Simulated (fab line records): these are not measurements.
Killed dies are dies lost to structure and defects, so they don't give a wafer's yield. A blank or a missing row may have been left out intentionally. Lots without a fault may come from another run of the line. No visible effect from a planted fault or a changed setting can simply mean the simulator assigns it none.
fab line records    flow n5Finfet
record: lots: 6  wafers: 18  lastDay: 19
route steps=1938 shown BEOL_M4@1090 BEOL_M5@1112 PASSIVATION@1936
lots that met no fault: from a run of the same line without faults
startH: start of the lot's first displayed wafer, in hours after the record's first day    waitH: how many hours have passed since the lot's step before this one    " same as the row above    L1.1+2: a row that stands for several wafers    - no value, or no start was given    * or withheld: withheld    < > ~ a bound
route shown NAME@n: names a module that has steps shown in the file, with the first one's number in the route    usual: mean/standard deviation of fault-free wafers    same: alike in all rows    chamber/n: place in a boat    sites: each site's reading    _std_site: their standard deviation    _edge_site: inner sites' mean taken away from outer sites' mean    radiusMm: for every site, how far away it sits from the centre of the wafer    mask NAME#n: copy n    behind: the tool/chamber that last shaped the wafer    hold: why the lot was held/for how many hours/how that ended    device: whichever transistor did not switch (one of n, p or np)    end of line: tests of these same wafers at the route's end    a step with no rows: only its recipe    killed: not the wafer's yield, but the dies lost to structure and defects at the first sort    map: a wafer's dies, marking killed ones x, the rest . and places with no die _
set.NAME: the setting that was run; set.NAME@STEP: the one run at that earlier step    model.NAME: the simulator's own value behind a step, which no gauge read
lots seen at some steps along the route; tables by step, rows by wafer
services: from which hour (startH, from the record's first day; less than 0 if before it) a tool's chamber was out of use, for how many hours, and why
== steps ==
step: N5_BEOL_M4_SPUTTER_86
recipe: material: Cu  targetThkA: 45  tempC: -20  chamberPressurePa: 0.07  powerW: withheld  timeS: 8.29
step: N5_BEOL_M4_ANNEAL_87
recipe: tempC: 400  timeS: 240  ambient: vacuum
step: N5_BEOL_M4_SPUTTER_88
recipe: material: Cu  targetThkA: 45  tempC: -20  chamberPressurePa: 0.07  powerW: withheld  timeS: 8.29
step: N5_BEOL_M4_ANNEAL_89
recipe: tempC: 400  timeS: 240  ambient: vacuum
step: N5_BEOL_M4_SPUTTER_90
recipe: material: Cu  targetThkA: 45  tempC: -20  chamberPressurePa: 0.07  powerW: withheld  timeS: 8.29
step: N5_BEOL_M4_ANNEAL_91
recipe: tempC: 400  timeS: 240  ambient: vacuum
usual: heaterPowerW: 789/110  susceptorTempC: 400.01/0.24
lot.wafer  tool           chamber  startH  waitH  heaterPowerW  susceptorTempC
L105.1     pvdSputter-01  -        246.07  0.0    773           399.83
L105.3     "              -        "       "      747           399.82
L105.4     "              -        "       "      711           399.88
L106.2     pvdSputter-02  -        264.89  0.0    770           400.17
L106.5     "              -        "       "      695           399.75
L106.6     "              -        "       "      767           400.36
L112.1     pvdSputter-01  -        327.38  0.0    731           399.82
L112.3     "              -        "       "      722           400.07
L112.5     "              -        "       "      893           399.82
L116.1     pvdSputter-02  -        332.49  0.0    707           399.98
L116.4     "              -        "       "      763           400.13
L116.6     "              -        "       "      893           400.04
L114.1     pvdSputter-01  -        336.14  0.0    739           400.13
L114.2     "              -        "       "      726           400.39
L114.6     "              -        "       "      719           399.93
L117.2     pvdSputter-03  -        342.86  0.0    687           400.41
L117.3     "              -        "       "      790           400.16
L117.6     "              -        "       "      795           400.19
step: N5_BEOL_M4_SPUTTER_92
recipe: material: Cu  targetThkA: 45  tempC: -20  chamberPressurePa: 0.07  powerW: withheld  timeS: 8.29
usual: substrateTempC: -20.00/0.1  throttleValvePct: 30.4/1.5
lot.wafer  tool           chamber  startH  waitH  substrateTempC  throttleValvePct
L105.1     pvdSputter-01  -        246.21  0.1    -20.08          29.7
L105.3     "              -        "       "      -19.91          28.4
L105.4     "              -        "       "      -19.98          29.4
L106.2     pvdSputter-02  -        265.03  0.1    -20.00          29.3
L106.5     "              -        "       "      -20.01          32.4
L106.6     "              -        "       "      -20.04          29.4
L112.1     pvdSputter-01  -        327.52  0.1    -20.07          28.2
L112.3     "              -        "       "      -20.14          29.3
L112.5     "              -        "       "      -19.93          33.2
L116.1     pvdSputter-02  -        332.63  0.1    -19.95          32.6
L116.4     "              -        "       "      -19.71          29.3
L116.6     "              -        "       "      -19.99          29.2
L114.1     pvdSputter-01  -        336.28  0.1    -20.07          28.0
L114.2     "              -        "       "      -19.88          29.3
L114.6     "              -        "       "      -19.95          29.5
L117.2     pvdSputter-03  -        343.00  0.1    -19.92          29.5
L117.3     "              -        "       "      -19.97          29.6
L117.6     "              -        "       "      -19.97          29.8
step: N5_BEOL_M4_ANNEAL_93
recipe: tempC: 400  timeS: 240  ambient: vacuum
usual: heaterPowerW: 790/110  susceptorTempC: 400.02/0.22
lot.wafer  tool           chamber  startH  waitH  heaterPowerW  susceptorTempC
L105.1     pvdSputter-01  -        246.29  0.0    769           399.95
L105.3     "              -        "       "      763           400.10
L105.4     "              -        "       "      719           400.25
L106.2     pvdSputter-02  -        265.11  0.0    756           400.21
L106.5     "              -        "       "      692           399.63
L106.6     "              -        "       "      754           400.24
L112.1     pvdSputter-01  -        327.60  0.0    755           400.20
L112.3     "              -        "       "      723           399.78
L112.5     "              -        "       "      897           400.10
L116.1     pvdSputter-02  -        332.71  0.0    701           399.88
L116.4     "              -        "       "      754           400.00
L116.6     "              -        "       "      885           400.13
L114.1     pvdSputter-01  -        336.36  0.0    766           400.20
L114.2     "              -        "       "      704           400.26
L114.6     "              -        "       "      704           399.97
L117.2     pvdSputter-03  -        343.08  0.0    713           400.12
L117.3     "              -        "       "      791           400.31
L117.6     "              -        "       "      808           400.54
step: N5_BEOL_M4_SPUTTER_94
recipe: material: Cu  targetThkA: 45  tempC: -20  chamberPressurePa: 0.07  powerW: withheld  timeS: 8.29
step: N5_BEOL_M4_ANNEAL_95
recipe: tempC: 400  timeS: 240  ambient: vacuum
step: N5_BEOL_M4_SPUTTER_96
recipe: material: Cu  targetThkA: 45  tempC: -20  chamberPressurePa: 0.07  powerW: withheld  timeS: 8.29
usual: substrateTempC: -19.99/0.11  throttleValvePct: 30.4/1.5
lot.wafer  tool           chamber  startH  waitH  substrateTempC  throttleValvePct
L105.1     pvdSputter-01  -        246.65  0.1    -20.15          30.0
L105.3     "              -        "       "      -20.04          28.5
L105.4     "              -        "       "      -20.14          29.6
L106.2     pvdSputter-02  -        265.47  0.1    -20.01          29.1
L106.5     "              -        "       "      -19.98          32.4
L106.6     "              -        "       "      -19.96          29.3
L112.1     pvdSputter-01  -        327.96  0.1    -19.99          28.3
L112.3     "              -        "       "      -19.86          29.2
L112.5     "              -        "       "      -19.97          32.6
L116.1     pvdSputter-02  -        333.07  0.1    -20.11          32.3
L116.4     "              -        "       "      -20.00          29.5
L116.6     "              -        "       "      -19.94          29.0
L114.1     pvdSputter-01  -        336.72  0.1    -19.93          28.5
L114.2     "              -        "       "      -19.89          29.4
L114.6     "              -        "       "      -19.96          29.3
L117.2     pvdSputter-03  -        343.44  0.1    -19.93          29.5
L117.3     "              -        "       "      -19.97          29.9
L117.6     "              -        "       "      -19.89          29.6
step: N5_BEOL_M4_ECD_50
recipe: material: Cu  targetThkA: 3000
step: N5_BEOL_M4_ANNEAL_51
recipe: tempC: 225  timeS: 90  ambient: N2
usual: annealTempC: 224.99/0.16  annealTempCMax: 226.3/0.33  wafer_temp_C_max: 226.0/0.37
lot.wafer  tool          chamber  startH  waitH  annealTempC  annealTempCMax  wafer_temp_C_max
L105.1     rtpAnneal-02  -        246.84  0.1    -            -               -
L105.3     "             -        "       "      -            -               -
L105.4     "             -        "       "      -            -               -
L106.2     rtpAnneal-01  -        265.72  0.1    -            -               -
L106.5     "             -        "       "      -            -               -
L106.6     "             -        "       "      -            -               -
L112.1     rtpAnneal-02  0        328.27  0.2    224.78       226.1           226.1
L112.3     "             0        "       "      224.91       226.2           225.9
L112.5     "             0        "       "      224.90       226.2           226.0
L116.1     rtpAnneal-02  0        333.47  0.3    225.07       226.8           226.4
L116.4     "             0        "       "      225.29       226.5           226.2
L116.6     "             0        "       "      225.14       226.8           226.4
L114.1     rtpAnneal-02  0        337.13  0.3    224.87       226.6           226.5
L114.2     "             0        "       "      225.15       226.5           226.0
L114.6     "             0        "       "      225.05       226.5           226.6
L117.2     rtpAnneal-02  0        343.68  0.1    225.16       226.5           226.1
L117.3     "             0        "       "      225.10       226.7           226.3
L117.6     "             0        "       "      224.76       226.4           226.2
step: N5_BEOL_M4_CMP_52
recipe: stopOn: SiOC  tOverpolishS: 6.8  downForcePsi: 1  platenRpm: 50  clearingPlatenDownForcePsi: 1.5  clearingPlatenRpm: 50  postCmpClean: cuAlkaline  targetThkNm: 40  clearingPlatenPadVelocityMS: 0.99484  padVelocityMS: 0.99484
usual: barrierFieldEndpointS: 24.6/0.56  motorCurrentA: 6.1/0.44  overpolishRunS: 6.801/0.0094  padLifeWafers: 1151/580  slurryFilterDpKPa: 13.50/0.15  timeToEndpointS: 61.2/2.6
lot.wafer  tool    chamber  startH  waitH  barrierFieldEndpointS  motorCurrentA  overpolishRunS  padLifeWafers  slurryFilterDpKPa  timeToEndpointS
L105.1     cmp-04  2        247.14  0.3    29.8                   6.2            6.800           1758           13.26              80.5
L105.4     "       0        "       "      29.7                   6.0            6.804           1760           13.33              80.1
L105.3     "       1        "       "      29.9                   6.1            6.783           1761           13.68              80.5
L106.2     cmp-02  1        266.04  0.3    28.6                   5.9            6.797           1226           13.65              81.6
L106.5     "       3        "       "      30.3                   5.7            6.789           -              13.36              80.2
L106.6     "       0        "       "      29.4                   5.9            6.796           -              13.33              81.1
L112.1     cmp-04  1        328.60  0.3    24.7                   5.8            6.790           241            13.55              60.5
L112.3     "       2        "       "      25.2                   6.3            6.802           242            13.25              61.9
L112.5     "       0        "       "      25.9                   5.9            6.807           -              13.56              62.0
L116.1     cmp-04  0        333.80  0.3    24.9                   5.8            6.804           295            13.42              63.7
L116.4     "       2        "       "      25.6                   6.5            6.820           297            13.44              64.4
L116.6     "       3        "       "      24.9                   7.0            6.802           -              13.51              63.5
L114.2     cmp-04  1        337.44  0.2    24.8                   5.5            6.782           318            13.77              65.0
L114.1     "       2        "       "      24.8                   6.4            6.801           319            13.57              62.4
L114.6     "       2        "       "      25.2                   6.7            6.801           -              13.50              63.2
L117.2     cmp-04  2        343.93  0.2    24.9                   6.7            6.795           384            13.68              63.2
L117.3     "       3        "       "      24.7                   7.1            6.778           385            13.76              63.8
L117.6     "       3        "       "      24.2                   7.2            6.820           -              13.34              61.0
step: N5_BEOL_M4_PRE_CLEAN_60
recipe: gas: NH3/H2  timeS: 15  tempC: *  rfPowerW: 300
usual: heaterPowerW: 86/18
lot.wafer  tool      chamber  startH  waitH  heaterPowerW
L105.1     cvdCo-02  0        247.47  0.0    124
L105.3     "         2        "       "      88
L105.4     "         1        "       "      97
L106.2     cvdCo-02  2        266.30  0.0    86
L106.5     "         1        "       "      94
L106.6     "         2        "       "      89
L112.1     cvdCo-01  1        328.90  0.0    96
L112.3     "         0        "       "      71
L112.5     "         0        "       "      71
L116.1     cvdCo-02  0        334.10  0.0    128
L116.4     "         0        "       "      125
L116.6     "         2        "       "      89
L114.1     cvdCo-01  0        337.82  0.1    70
L114.2     "         2        "       "      70
L114.6     "         2        "       "      72
L117.2     cvdCo-01  0        344.26  0.0    69
L117.3     "         2        "       "      72
L117.6     "         0        "       "      71
step: N5_BEOL_M4_CO_CAP_55
recipe: material: Co  targetThkA: 20  tempC: 200  precursor: CCTBA/H2  pressureTorr: 30  timeS: 102.1
step: N5_BEOL_M4_PRE_CLEAN_56
recipe: gas: NH3  timeS: 15  tempC: withheld  rfPowerW: 300
step: N5_BEOL_M4_DEP_57
recipe: material: SiCN  targetThkA: 80  tempC: withheld  precursor: 3MS/NH3  pressureTorr: 3  rfW: 202  timeS: 14
step: N5_BEOL_M4_RC_MEAS_101
usual: COMB_M4_max_site: 8e-11/1.8e-11  DIBL_N: 36.3/1.2  DIBL_P: 36.3/1.4  IOFF_N: 0.160/0.02  IOFF_P: 0.210/0.025  ION_N: 675/9.5  ION_P: 462/7  SS_N: 71.5/0.53  SS_P: 73.4/0.55  VT_N: 249.5/2.6  VT_P: -250.1/2.9
lot.wafer  tool       chamber  startH  waitH  COMB_M4_max_site[S/m]  DIBL_N[mV/V]  DIBL_P[mV/V]  IOFF_N[nA/um]  IOFF_P[nA/um]  ION_N[uA/um]  ION_P[uA/um]  SS_N[mV/dec]  SS_P[mV/dec]  VT_N[mV]  VT_P[mV]
L105.1     prober-02  0        247.75  0.0    ~0.0014286             35.8          35.6          0.148          0.217          670           466           71.9          72.8          251.2     -247.0
L105.3     "          0        "       "      ~0.0014286             35.3          35.3          0.147          0.226          661           465           72.0          73.2          248.9     -248.3
L105.4     "          0        "       "      ~0.0014286             37.4          37.4          0.188          0.253          670           466           72.8          73.0          244.6     -247.5
L106.2     prober-01  0        266.73  0.2    ~0.0014286             35.7          34.4          0.146          0.208          672           463           70.5          72.9          249.7     -247.3
L106.5     "          0        "       "      ~0.0014286             38.0          37.1          0.197          0.260          687           479           71.3          74.1          245.6     -245.5
L106.6     "          0        "       "      ~0.0014286             36.6          35.8          0.168          0.246          677           471           71.3          73.0          247.9     -244.0
L112.1     prober-01  0        329.17  0.0    3.9e-11                35.6          35.8          0.138          0.200          667           466           70.9          72.7          250.6     -249.4
L112.3     "          0        "       "      5.7e-11                36.9          37.0          0.153          0.216          659           459           72.1          73.9          250.8     -249.5
L112.5     "          0        "       "      6.3e-11                36.3          36.5          0.149          0.211          670           465           72.0          73.0          252.9     -251.5
L116.1     prober-01  0        334.37  0.0    1.05e-10               34.5          34.8          0.144          0.179          673           456           70.2          71.9          251.6     -254.8
L116.4     "          0        "       "      1.15e-10               35.2          36.1          0.167          0.198          684           467           70.8          73.4          247.0     -250.6
L116.6     "          0        "       "      5.8e-11                35.2          35.1          0.160          0.185          675           458           71.4          72.3          249.6     -254.0
L114.1     prober-02  0        338.15  0.0    8.6e-11                38.0          39.3          0.195          0.254          681           471           71.8          72.9          247.0     -247.5
L114.2     "          0        "       "      9e-11                  36.0          36.0          0.144          0.194          675           463           71.4          73.5          249.6     -252.1
L114.6     "          0        "       "      7.6e-11                38.7          39.4          0.194          0.248          692           471           71.4          74.3          245.6     -246.6
L117.2     prober-01  0        344.78  0.2    8.1e-11                35.6          36.0          0.156          0.203          679           467           71.0          73.2          250.4     -251.1
L117.3     "          0        "       "      6.8e-11                34.5          34.2          0.126          0.171          667           456           70.7          72.8          252.0     -252.9
L117.6     "          0        "       "      7.3e-11                35.7          35.7          0.150          0.198          676           461           70.9          73.6          252.8     -251.7
step: N5_BEOL_M5_ILD_DEP_00
recipe: material: SiCOH_lowk  targetThkA: 1406.4  tempC: 300  precursor: DEMS/porogen  pressureTorr: 5  rfW: 500  timeS: 25.9
step: N5_PASSIVATION_PROBE_49
usual: defectLimitedYield: 90.9/1.3  killed_at_M0_to_M3: 36/11  killed_at_M4_up: 13/5.1  killedAtContacts: 14/4.9  killedAtFrontEnd: 41/10  killedAtOther: 3.4/2.6  killedDies: 107/16  killedOnRim: 14/4  killedOpen: 70/11  killedShort: 36/7.8  sort_bin_5_function: 5.4/0.84  sort_bin_6_memory: 3.4/0.67  sortNPass: 1073/16  sortYieldPct: 90.9/1.3
same: grossDies: 1180  killedAtBackSide: 0  sort_bin_4_leakage[%]: 0  sort_bin_8_speed[%]: 0
lot.wafer  tool       chamber  startH  waitH  defectLimitedYield[%]  killed_at_M0_to_M3  killed_at_M4_up  killedAtContacts  killedAtFrontEnd  killedAtOther  killedDies  killedOnRim  killedOpen  killedShort  sort_bin_5_function[%]  sort_bin_6_memory[%]  sortNPass  sortYieldPct[%]
L105.1     prober-01  -        363.76  0.0    62.4                   21                  362              13                42                6              444         152          68          38           5.6                     3.3                   736        62.4
L105.3     prober-01  -        363.86  0.1    52.0                   24                  463              4                 69                6              566         152          73          34           4.8                     4.3                   614        52.0
L105.4     prober-01  -        363.91  0.2    53.2                   24                  466              15                44                3              552         11           69          28           4.5                     3.4                   628        53.2
L106.2     prober-02  -        369.17  0.1    81.3                   24                  118              12                67                0              221         129          67          40           5.9                     2.9                   959        81.3
L106.5     prober-02  -        369.32  0.2    79.2                   38                  135              20                46                7              246         135          87          36           5.8                     4.7                   934        79.2
L106.6     prober-02  -        369.37  0.3    47.4                   22                  529              20                48                2              621         13           62          38           5.6                     2.8                   559        47.4
L116.1     prober-01  -        438.61  0.0    90.8                   25                  24               12                37                10             108         16           66          35           4.8                     4.0                   1072       90.8
L116.4     prober-01  -        438.76  0.2    92.5                   24                  17               14                30                4              89          11           57          31           4.2                     2.9                   1091       92.5
L116.6     prober-01  -        438.86  0.3    88.9                   25                  22               20                58                6              131         15           81          44           5.6                     4.5                   1049       88.9
L112.1     prober-01  -        451.16  0.0    90.8                   25                  21               9                 47                6              108         9            71          36           5.7                     3.4                   1072       90.8
L112.3     prober-01  -        451.26  0.1    91.6                   15                  16               8                 50                10             99          13           69          30           5.0                     3.0                   1081       91.6
L112.5     prober-01  -        451.36  0.2    91.9                   22                  7                18                47                1              95          9            64          29           4.8                     2.9                   1085       91.9
L114.1     prober-01  -        462.36  0.0    91.3                   38                  9                11                44                1              103         14           61          41           5.1                     3.3                   1077       91.3
L114.2     prober-01  -        462.41  0.1    88.6                   54                  10               14                54                3              135         22           88          43           7.2                     3.6                   1045       88.6
L114.6     prober-01  -        462.61  0.3    90.2                   43                  14               18                39                2              116         17           82          33           5.0                     4.3                   1064       90.2
L117.2     prober-02  -        465.15  0.2    91.2                   49                  6                15                32                2              104         18           66          37           5.3                     3.4                   1076       91.2
L117.3     prober-02  -        465.20  0.3    90.2                   49                  11               25                31                0              116         19           78          38           6.1                     3.1                   1064       90.2
L117.6     prober-02  -        465.35  0.4    89.7                   60                  18               20                21                2              121         14           80          38           6.4                     3.8                   1059       89.7
killed by level:class
L105.1 BEOL_M4:areaCmp=335 BEOL_M4:geometricParticle:open=16 MOL_CONTACT_COAG:geometricParticle:open=11 FIN_SAQP:geometricParticle:short=8 FIN_SAQP:geometricParticle:open=7 BEOL_M3:geometricParticle:open=5 STARTING-WAFER:geometricParticle:open=5 BEOL_M2:geometricParticle:short=4
L105.3 BEOL_M4:areaCmp=455 FIN_SAQP:geometricParticle:open=24 FIN_SAQP:geometricParticle:short=16 BEOL_M1:geometricParticle:open=8 STI_FIN_REVEAL:geometricParticle:open=7 BEOL_M3:geometricParticle:open=7 GATE_CUT:geometricParticle:short=4 BEOL_M4:geometricParticle:open=4
L105.4 BEOL_M4:areaCmp=454 MOL_CONTACT_COAG:geometricParticle:open=12 FIN_SAQP:geometricParticle:open=10 BEOL_M3:geometricParticle:open=9 BEOL_M4:geometricParticle:open=8 STI_FIN_REVEAL:geometricParticle:open=7 FIN_SAQP:geometricParticle:short=6 GATE_CUT:geometricParticle:short=5
L106.2 BEOL_M4:areaCmp=114 FIN_SAQP:geometricParticle:open=21 FIN_SAQP:geometricParticle:short=21 MOL_CONTACT_COAG:geometricParticle:open=11 GATE_CUT:geometricParticle:short=5 GATE_CUT:geometricParticle:open=5 BEOL_M2:geometricParticle:open=5 STI_FIN_REVEAL:geometricParticle:open=4
L106.5 BEOL_M4:areaCmp=120 FIN_SAQP:geometricParticle:open=18 MOL_CONTACT_COAG:geometricParticle:open=17 BEOL_M0_SAQP:geometricParticle:short=11 FIN_SAQP:geometricParticle:short=10 BEOL_M0_SAQP:geometricParticle:open=9 BEOL_M1:geometricParticle:open=7 BEOL_M4:geometricParticle:open=7
L106.6 BEOL_M4:areaCmp=521 MOL_CONTACT_COAG:geometricParticle:open=18 FIN_SAQP:geometricParticle:short=16 FIN_SAQP:geometricParticle:open=14 BEOL_M3:geometricParticle:open=5 STI_FIN_REVEAL:geometricParticle:open=5 BEOL_M2:geometricParticle:open=4 BEOL_M0_SAQP:geometricParticle:open=3
L116.1 MOL_CONTACT_COAG:geometricParticle:open=10 BEOL_M4:geometricParticle:open=10 BEOL_M0_SAQP:geometricParticle:open=9 BEOL_M0_SAQP:geometricParticle:short=8 GATE_CUT:geometricParticle:short=6 FIN_SAQP:geometricParticle:open=5 STI_FIN_REVEAL:geometricParticle:open=5 GATE_CUT:geometricParticle:open=5
L116.4 BEOL_M4:geometricParticle:open=11 MOL_CONTACT_COAG:geometricParticle:open=10 FIN_SAQP:geometricParticle:open=8 BEOL_M1:geometricParticle:open=8 BEOL_M0_SAQP:geometricParticle:short=6 FIN_SAQP:geometricParticle:short=4 GATE_CUT:geometricParticle:short=4 MOL_CONTACT_COAG:geometricParticle:short=4
L116.6 STI_FIN_REVEAL:geometricParticle:open=20 MOL_CONTACT_COAG:geometricParticle:open=16 GATE_CUT:geometricParticle:short=11 FIN_SAQP:geometricParticle:open=9 BEOL_M5:geometricParticle:open=8 BEOL_M2:geometricParticle:open=6 BEOL_M0_SAQP:geometricParticle:short=5 MOL_CONTACT_COAG:geometricParticle:short=4
L112.1 BEOL_M4:geometricParticle:open=13 FIN_SAQP:geometricParticle:open=10 STI_FIN_REVEAL:geometricParticle:open=7 MOL_CONTACT_COAG:geometricParticle:open=7 BEOL_M0_SAQP:geometricParticle:open=7 BEOL_M0_SAQP:geometricParticle:short=6 FIN_SAQP:geometricParticle:short=5 BEOL_M1:geometricParticle:open=4
L112.3 FIN_SAQP:geometricParticle:open=19 STI_FIN_REVEAL:geometricParticle:open=10 BEOL_M4:geometricParticle:open=10 FIN_SAQP:geometricParticle:short=8 MOL_CONTACT_COAG:geometricParticle:open=6 BEOL_M0_SAQP:geometricParticle:open=5 PAD_METAL:geometricParticle:short=4 ILD0:geometricParticle:short=3
L112.5 MOL_CONTACT_COAG:geometricParticle:open=13 FIN_SAQP:geometricParticle:open=11 STI_FIN_REVEAL:geometricParticle:open=7 BEOL_M2:geometricParticle:open=6 FIN_SAQP:geometricParticle:short=5 MOL_CONTACT_COAG:geometricParticle:short=5 BEOL_M0_SAQP:geometricParticle:short=5 DUMMY_GATE:geometricParticle:open=4
L114.1 FIN_SAQP:geometricParticle:short=17 MOL_CONTACT_COAG:geometricParticle:open=9 STI_FIN_REVEAL:geometricParticle:open=8 BEOL_M3:geometricParticle:open=7 BEOL_M0_SAQP:geometricParticle:open=7 BEOL_M2:geometricParticle:open=7 FIN_SAQP:geometricParticle:open=6 BEOL_M0_SAQP:geometricParticle:short=6
L114.2 FIN_SAQP:geometricParticle:open=17 FIN_SAQP:geometricParticle:short=13 BEOL_M0_SAQP:geometricParticle:short=13 BEOL_M1:geometricParticle:open=11 STI_FIN_REVEAL:geometricParticle:open=10 MOL_CONTACT_COAG:geometricParticle:open=9 BEOL_M0_SAQP:geometricParticle:open=9 BEOL_M3:geometricParticle:open=9
L114.6 STI_FIN_REVEAL:geometricParticle:open=16 BEOL_M2:geometricParticle:open=14 MOL_CONTACT_COAG:geometricParticle:open=12 BEOL_M1:geometricParticle:open=9 MOL_CONTACT_COAG:geometricParticle:short=6 BEOL_M6:geometricParticle:open=6 FIN_SAQP:geometricParticle:open=5 BEOL_M0_SAQP:geometricParticle:short=5
L117.2 MOL_CONTACT_COAG:geometricParticle:open=13 BEOL_M3:geometricParticle:open=13 GATE_CUT:geometricParticle:short=8 BEOL_M1:geometricParticle:open=7 STI_FIN_REVEAL:geometricParticle:open=7 BEOL_M0_SAQP:geometricParticle:short=7 BEOL_M3:geometricParticle:short=7 BEOL_M0_SAQP:geometricParticle:open=6
L117.3 BEOL_M3:geometricParticle:open=25 MOL_CONTACT_COAG:geometricParticle:open=21 BEOL_M0_SAQP:geometricParticle:short=11 GATE_CUT:geometricParticle:short=9 STI_FIN_REVEAL:geometricParticle:open=4 DUMMY_GATE:geometricParticle:open=4 MOL_CONTACT_COAG:geometricParticle:short=4 BEOL_M0_SAQP:geometricParticle:open=4
L117.6 BEOL_M3:geometricParticle:open=16 MOL_CONTACT_COAG:geometricParticle:open=13 BEOL_M0_SAQP:geometricParticle:short=12 BEOL_M1:geometricParticle:open=7 BEOL_M2:geometricParticle:open=7 MOL_CONTACT_COAG:geometricParticle:short=6 BEOL_M0_SAQP:geometricParticle:open=6 BEOL_M4:geometricParticle:open=6
map L105.3 (x killed, . not)
_________________xxxxxxxxxxxx________________
______________xxxxxxxxxxxxxxxxxx_____________
___________xxxxxxxxxxxxxxxxxxxxxxxx__________
__________xxxxxxxxxxxxxxxxxxxxxxxxxx_________
________xxxxxxxxxxx........xxxxxxxxxxx_______
_______xxxxxxxx................xxxxxxxx______
______xxxxxxx....................xxxxxxx_____
_____xxxxxxx.........x....xx......xxxxxxx____
____xxxxxxx.....x................x.xxxxxxx___
___xxxxxxx.x.........x.......x......xxxxxxx__
___xxxxxx........x.......x...x.......xxxxxx__
__xxxxxx..x.....x........x.....x......xxxxxx_
__xxxxx.x....x..x...xx.x..x............xxxxx_
_xxxxxx....x.............x.............xxxxxx
_xxxxxx........x....x..............x...xxxxxx
_xxxxx..........x.....................x.xxxxx
_xxxxx......x.......................x...xxxxx
_xxxxx.x.....x......x......x..x....x...xxxxxx
_xxxxx..x.xx..x.........................xxxxx
_xxxxxx.................x.....x...x....xxxxxx
_xxxxxx..................x.............xxxxxx
__xxxxx....x........x..................xxxxx_
__xxxxxx.x..x......x...x...x..x.......xxxxxx_
___xxxxxx.....x......................xxxxxx__
___xxxxxxx........x..........x......xxxxxxx__
____xxxxxxx........................xxxxxxx___
_____xxxxxxx..................x...xxxxxxx____
______xxxxxxx.x..........x..x....xxxxxxx_____
_______xxxxxxxx................xxxxxxxx______
________xxxxxxxxxxx.....x..xxxxxxxxxxx_______
__________xxxxxxxxxxxxxxxxxxxxxxxxxx_________
___________xxxxxxxxxxxxxxxxxxxxxxxx__________
______________xxxxxxxxxxxxxxxxxx_____________
_________________xxxxxxxxxxxx________________
map L106.6 (x killed, . not)
_________________.x..........________________
______________.xx......x..x....._____________
___________....................xx..__________
__________........x..xx............._________
________...................x.........._______
_______............xxxxxxxx............______
______..........xxxxxxxxxxxxxx.........._____
_____........xxxxxxxxxxxxxxxxxxx.....x...____
____.x......xxxxxxxxxxxxxxxxxxxxxx........___
___........xxxxxxxxxxxxxxxxxxxxxxxx......x.__
___.......xxxxxxxxxxxxxxxxxxxxxxxxxx.x.....__
__........xxxxxxxxxxxxxxxxxxxxxxxxxx.x..x..._
__.......xxxxxxxxxxxxxxxxxxxxxxxxxxxxx......_
_........xxxxxxxxxxxxxxxxxxxxxxxxxxxx......x.
_.....x.xxxxxxxxxxxxxxxxxxxxxxxxxxxxxx.......
_..x....xxxxxxxxxxxxxxxxxxxxxxxxxxxxxx.....x.
_.....x.xxxxxxxxxxxxxxxxxxxxxxxxxxxxxx.......
_.......xxxxxxxxxxxxxxxxxxxxxxxxxxxxxx.......
_.......xxxxxxxxxxxxxxxxxxxxxxxxxxxxxx....xx.
_.......xxxxxxxxxxxxxxxxxxxxxxxxxxxxxx.......
_.....x..xxxxxxxxxxxxxxxxxxxxxxxxxxxx..x.....
__.......xxxxxxxxxxxxxxxxxxxxxxxxxxxx......._
__........xxxxxxxxxxxxxxxxxxxxxxxxxx........_
___xx.....xxxxxxxxxxxxxxxxxxxxxxxxxx..xx...__
___...x...xxxxxxxxxxxxxxxxxxxxxxxxx........__
____........xxxxxxxxxxxxxxxxxxxxxx........___
_____.......x.xxxxxxxxxxxxxxxxxx...x.x...____
______...x.xxx..xxxxxxxxxxxxxx........x._____
_______..........xxxxxxxxxx............______
________................x..x..x......._______
__________.........................x_________
___________.x...............x......__________
______________x.......x.x......._____________
_________________............________________
== services ==
tool          chamber  startH  hours  kind
cmp-04        -        245.63  0.6    repair
rtpAnneal-01  -        258.67  1.0    pm
cvdCo-01      0        258.76  11.8   repair
cmp-04        -        264.61  6.3    pm
cmp-04        -        273.00  2.2    repair
cmp-02        -        289.28  0.3    repair
cmp-04        -        300.11  4.0    pm
cmp-02        -        301.15  0.9    repair
cmp-04        -        304.11  -      consumableReplace:conditioner
cmp-04        -        304.11  -      consumableReplace:pad
cvdCo-02      -        305.14  28.1   pm
cmp-02        -        329.36  0.8    repair
cvdCo-01      -        333.24  3.8    pm
cvdCo-01      1        337.04  -      clean
cvdCo-01      1        337.04  22.0   scheduledDown
cvdCo-01      1        337.04  22.0   ventCycle
cmp-02        -        340.27  8.9    pm
cvdCo-02      0        341.91  7.3    repair
== key ==
firstSign: step: N5_BEOL_M4_ANNEAL_51  reading: toolRecord  direction: missing
effect: step: N5_BEOL_M4_CMP_52  reading: barrierFieldEndpointS  direction: up  sigmas: 8.9  usual: 24.6  struck: 29.6
effect: step: N5_BEOL_M4_RC_MEAS_101  reading: COMB_M4_max_site  direction: up  sigmas: 99+  usual: 8e-11  struck: ~0.0014286
effect: step: N5_PASSIVATION_PROBE_49  reading: killed_at_M4_up  direction: up  sigmas: 65  usual: 13  struck: 346
moreKillsBornAt: N5_BEOL_M4_CMP_52@cmp-04: 1244  N5_BEOL_M4_CMP_52@cmp-02: 755
metAt N5_BEOL_M4_ANNEAL_51
struckWafers L105.1,L105.3,L105.4,L106.2,L106.5,L106.6
fault: kind: skippedStepWhole  tool: rtpAnneal-01,rtpAnneal-02  chamber: -  onsetH: 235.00  steps: N5_BEOL_M4_ANNEAL_51  scope: struckLotsOnly
